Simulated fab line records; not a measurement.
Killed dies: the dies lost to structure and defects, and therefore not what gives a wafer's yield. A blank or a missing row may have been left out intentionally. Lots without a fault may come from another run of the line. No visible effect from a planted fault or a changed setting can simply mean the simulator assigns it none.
Chamber matching -- flow nand-harc -- 4 sister chambers for NHARC_A_BONDPAD_CMP_19 on cmp-04
The step polishes, t overpolish 30 s, cu recess touch 16 s, target thk 169.82 nm. 4 wafers are shown with their chamber, then 7 later ones without.

WAFERS, EACH WITH ITS CHAMBER
wafer,chamber,motor-current-A (A)
L431.1,2,11.3
L431.5,1,12.6
L432.1,0,10.9
L432.4,3,11.5

WAFERS WHOSE CHAMBER IS MISSING
wafer,motor-current-A (A)
L432.6,10.7
L434.3,12.4
L434.4,12.4
L434.6,12.9
L435.1,11.3
L435.4,12.6
L435.5,13.1

CHAMBER TAKEN BY EACH
wafer,from the rows above,in truth
L432.6,can't be placed: 0 or 2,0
L434.3,1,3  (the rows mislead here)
L434.4,1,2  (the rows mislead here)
L434.6,1,1
L435.1,can't be placed: 2 or 3 or 0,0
L435.4,1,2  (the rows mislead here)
L435.5,1,1
Placed correctly: 2 of 7. Unplaceable from these rows: 2, with the true chamber sitting among the candidates in 2. Wrongly placed: 3.
How it was worked out, from the rows above alone: a wafer's distance from a chamber is the root of the sum, over the readings, of the square of ((its reading less the chamber's mean) divided by the reading's scatter). The wafer belongs to the nearest chamber; if the next one is less than 2 further off, it can't be placed. For every chamber, the mean is computed from those of its wafers that are shown. The scatter (one wafer shown for each chamber): square how far every hidden wafer sits from the nearest shown wafer, average those squares and take the square root.
